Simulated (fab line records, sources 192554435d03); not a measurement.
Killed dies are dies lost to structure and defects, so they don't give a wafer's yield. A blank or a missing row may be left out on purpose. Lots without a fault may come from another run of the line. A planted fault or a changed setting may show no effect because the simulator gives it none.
Chamber matching | flow n5_finfet | N5_BEOL_M0_SAQP_ETCH_88 on rie_diel-06: 4 sister chambers
The step etches underlayer in N2/H2, target depth 6.5 nm, time 5.2 s. 4 wafers are shown with their chamber, then 9 later ones without.

WAFERS WITH THEIR CHAMBER
wafer  | chamber | showerhead_plenum_p_Torr (Torr)
L087.4 | 2       | 2.41
L088.1 | 1       | 2.46
L088.3 | 0       | 2.58
L088.5 | 3       | 2.63

WAFERS WITHOUT THEIR CHAMBER
wafer  | showerhead_plenum_p_Torr (Torr)
L091.2 | 2.58
L091.4 | 2.45
L091.5 | 2.63
L095.3 | 2.40
L095.4 | 2.63
L095.5 | 2.63
L097.2 | 2.58
L097.4 | 2.40
L097.6 | 2.63

WHICH CHAMBER EACH WENT THROUGH
wafer  | from the rows above | in truth
L091.2 | 0                   | 0
L091.4 | 1                   | 1
L091.5 | 3                   | 3
L095.3 | 2                   | 2
L095.4 | 3                   | 3
L095.5 | 3                   | 3
L097.2 | 0                   | 0
L097.4 | 2                   | 2
L097.6 | 3                   | 3
Placed correctly: 9 of 9. Can't be placed from these rows: 0. Placed wrongly: 0.
How it was worked out, from the rows above alone: a wafer's distance from a chamber is the root of the sum, over the readings, of the square of ((its reading less the chamber's mean) divided by the reading's scatter). The wafer belongs to the nearest chamber; if the next one is less than 2 further off, it can't be placed. A chamber's mean is the mean of its shown wafers. The scatter: with one shown wafer a chamber, the root of the mean of the squares of how far each hidden wafer lies from its nearest shown one.
